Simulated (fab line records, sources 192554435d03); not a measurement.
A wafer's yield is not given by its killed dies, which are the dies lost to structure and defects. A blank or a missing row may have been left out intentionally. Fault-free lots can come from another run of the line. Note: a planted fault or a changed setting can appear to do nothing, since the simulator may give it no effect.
Matching of chambers || flow n5_finfet || N5_MOL_CONTACT_COAG_CO_FILL_22 on cvd_co-02 has 3 sister chambers
The step material Co, precursor CCTBA/H2, target thk 20 nm. 3 wafers are shown with their chamber, then 12 later ones without.

== WAFERS, EACH WITH ITS CHAMBER ==
{"wafer": "L090.4", "chamber": 0, "heater_power_w (W)": 223}
{"wafer": "L091.4", "chamber": 2, "heater_power_w (W)": 236}
{"wafer": "L091.5", "chamber": 1, "heater_power_w (W)": 225}

== WAFERS WITHOUT THEIR CHAMBER ==
{"wafer": "L094.1", "heater_power_w (W)": 215}
{"wafer": "L094.2", "heater_power_w (W)": 239}
{"wafer": "L094.3", "heater_power_w (W)": 237}
{"wafer": "L094.4", "heater_power_w (W)": 226}
{"wafer": "L094.5", "heater_power_w (W)": 239}
{"wafer": "L094.6", "heater_power_w (W)": 235}
{"wafer": "L096.1", "heater_power_w (W)": 218}
{"wafer": "L096.2", "heater_power_w (W)": 242}
{"wafer": "L096.3", "heater_power_w (W)": 229}
{"wafer": "L096.4", "heater_power_w (W)": 229}
{"wafer": "L096.5", "heater_power_w (W)": 223}
{"wafer": "L096.6", "heater_power_w (W)": 243}

== CHAMBER TAKEN BY EACH ==
{"wafer": "L094.1", "from the rows above": "can't be placed: 0 or 1", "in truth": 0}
{"wafer": "L094.2", "from the rows above": 2, "in truth": 2}
{"wafer": "L094.3", "from the rows above": 2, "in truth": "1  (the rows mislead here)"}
{"wafer": "L094.4", "from the rows above": "can't be placed: 1 or 0", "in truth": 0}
{"wafer": "L094.5", "from the rows above": 2, "in truth": 2}
{"wafer": "L094.6", "from the rows above": 2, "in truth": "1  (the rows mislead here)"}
{"wafer": "L096.1", "from the rows above": "can't be placed: 0 or 1", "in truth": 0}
{"wafer": "L096.2", "from the rows above": 2, "in truth": 2}
{"wafer": "L096.3", "from the rows above": "can't be placed: 1 or 0 or 2", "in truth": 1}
{"wafer": "L096.4", "from the rows above": "can't be placed: 1 or 0 or 2", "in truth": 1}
{"wafer": "L096.5", "from the rows above": "can't be placed: 0 or 1", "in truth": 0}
{"wafer": "L096.6", "from the rows above": 2, "in truth": 2}
Placed correctly: 4 of 12. From these rows, 6 cannot be placed; in 6 the true chamber is one of the candidates. Number placed wrongly: 2.
How it was worked out, from the rows above alone: a wafer's distance from a chamber is the root of the sum, over the readings, of the square of ((its reading less the chamber's mean) divided by the reading's scatter). If the next closest chamber is less than 2 further off than the closest, the wafer can't be placed; otherwise it belongs to the closest. The mean given for a chamber averages the wafers shown for that chamber. The scatter: root of mean squared gap, hidden wafer to nearest shown wafer, with one shown wafer a chamber.
